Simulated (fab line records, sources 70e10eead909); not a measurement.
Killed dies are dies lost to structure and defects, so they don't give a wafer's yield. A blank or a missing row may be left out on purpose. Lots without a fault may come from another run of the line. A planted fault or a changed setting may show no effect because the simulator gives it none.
Chamber matching | flow nand_harc | NHARC_A_STAIRCASE_TRIM_12 on rie_diel-04: 4 sister chambers
The step chemistry O2, time 211.2 s. 8 wafers are shown with their chamber, then 8 later ones without.

WAFERS WITH THEIR CHAMBER
wafer  | chamber | drypump_motor_current_A (A) | showerhead_plenum_p_Torr (Torr)
L520.4 | 2       | 5.4                         | 3.50
L520.5 | 0       | 5.5                         | 3.79
L522.2 | 0       | 5.5                         | 3.79
L522.4 | 3       | 5.2                         | 3.30
L523.3 | 2       | 5.4                         | 3.49
L523.4 | 3       | 5.2                         | 3.30
L523.6 | 1       | 6.0                         | 3.75
L530.1 | 1       | 6.1                         | 3.74

WAFERS WITHOUT THEIR CHAMBER
wafer  | drypump_motor_current_A (A) | showerhead_plenum_p_Torr (Torr)
L530.2 | 5.5                         | 3.48
L530.3 | 5.5                         | 3.78
L531.1 | 5.5                         | 3.77
L531.3 | 5.4                         | 3.48
L531.4 | 6.1                         | 3.74
L532.2 | 5.2                         | 3.80
L532.5 | 6.0                         | 3.74
L532.6 | 5.4                         | 3.48

WHICH CHAMBER EACH WENT THROUGH
wafer  | from the rows above | in truth
L530.2 | 2                   | 2
L530.3 | 0                   | 0
L531.1 | 0                   | 0
L531.3 | 2                   | 2
L531.4 | 1                   | 1
L532.2 | 0                   | 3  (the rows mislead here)
L532.5 | 1                   | 1
L532.6 | 2                   | 2
Placed correctly: 7 of 8. Can't be placed from these rows: 0. Placed wrongly: 1.
How it was worked out, from the rows above alone: a wafer's distance from a chamber is the root of the sum, over the readings, of the square of ((its reading less the chamber's mean) divided by the reading's scatter). The wafer belongs to the nearest chamber; if the next one is less than 2 further off, it can't be placed. A chamber's mean is the mean of its shown wafers. The scatter: the root of (the sum of the squares of (reading less its chamber's mean) over the shown wafers, divided by (wafers less chambers)).
